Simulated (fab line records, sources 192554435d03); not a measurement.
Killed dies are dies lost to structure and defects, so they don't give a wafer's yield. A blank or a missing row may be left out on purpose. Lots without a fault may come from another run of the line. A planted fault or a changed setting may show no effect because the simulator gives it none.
Chamber matching | flow n5_finfet | N5_DUMMY_GATE_CMP_04 on cmp-02: 4 sister chambers
The step polishes a-Si. 4 wafers are shown with their chamber, then 9 later ones without.

WAFERS WITH THEIR CHAMBER
wafer  | chamber | motor_current_A (A)
L090.5 | 2       | 10.6
L091.2 | 3       | 9.5
L091.3 | 0       | 10.3
L091.6 | 1       | 10.7

WAFERS WITHOUT THEIR CHAMBER
wafer  | motor_current_A (A)
L095.1 | 10.4
L095.3 | 8.7
L095.4 | 10.6
L096.1 | 9.0
L096.3 | 10.0
L096.5 | 10.6
L097.1 | 10.5
L097.3 | 10.6
L097.5 | 11.0

WHICH CHAMBER EACH WENT THROUGH
wafer  | from the rows above               | in truth
L095.1 | can't be placed: 0 or 2 or 1      | 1
L095.3 | 3                                 | 3
L095.4 | can't be placed: 2 or 1 or 0      | 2
L096.1 | 3                                 | 3
L096.3 | can't be placed: 0 or 3 or 2 or 1 | 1
L096.5 | can't be placed: 2 or 1 or 0      | 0
L097.1 | can't be placed: 2 or 0 or 1      | 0
L097.3 | can't be placed: 2 or 1 or 0      | 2
L097.5 | can't be placed: 1 or 2 or 0      | 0
Placed correctly: 2 of 9. Can't be placed from these rows: 7 (the true chamber is among the candidates in 7). Placed wrongly: 0.
How it was worked out, from the rows above alone: a wafer's distance from a chamber is the root of the sum, over the readings, of the square of ((its reading less the chamber's mean) divided by the reading's scatter). The wafer belongs to the nearest chamber; if the next one is less than 2 further off, it can't be placed. A chamber's mean is the mean of its shown wafers. The scatter: with one shown wafer a chamber, the root of the mean of the squares of how far each hidden wafer lies from its nearest shown one.
